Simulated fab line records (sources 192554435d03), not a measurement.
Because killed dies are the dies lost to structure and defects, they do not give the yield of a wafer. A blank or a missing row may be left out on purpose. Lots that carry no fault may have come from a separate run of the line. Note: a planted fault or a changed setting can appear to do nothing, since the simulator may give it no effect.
Matching of chambers ; flow n5Finfet ; rieDiel-06 running N5_MOL_CONTACT_COAG_ETCHBACK_134: 4 sister chambers
The step etches SiO2 in CHF3, target depth 10 nm, time 6.7 s. 4 wafers are shown with their chamber, then 10 later ones without.

== EACH WAFER AND ITS CHAMBER ==
wafer;chamber;rfVppV (V)
L087.2;2;523
L087.5;0;505
L090.1;3;518
L090.3;1;534

== WAFERS MISSING THEIR CHAMBER ==
wafer;rfVppV (V)
L090.4;504
L093.1;504
L093.4;519
L093.5;504
L095.2;505
L095.3;523
L095.4;517
L097.1;522
L097.5;521
L097.6;533

== THE CHAMBER EACH PASSED THROUGH ==
wafer;from the rows above;in truth
L090.4;0;0
L093.1;0;0
L093.4;3;3
L093.5;0;0
L095.2;0;0
L095.3;2;2
L095.4;3;3
L097.1;2;2
L097.5;can't be placed: 2 or 3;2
L097.6;1;1
Placed correctly: 9 of 10. From these rows, 1 cannot be placed; in 1 the true chamber is one of the candidates. Number placed wrongly: 0.
How it was worked out, from the rows above alone: a wafer's distance from a chamber is the root of the sum, over the readings, of the square of ((its reading less the chamber's mean) divided by the reading's scatter). The wafer belongs to the nearest chamber; if the next one is less than 2 further off, it can't be placed. For every chamber, the mean is computed from those of its wafers that are shown. The scatter: with one shown wafer a chamber, the root of the mean of the squares of how far each hidden wafer lies from its nearest shown one.
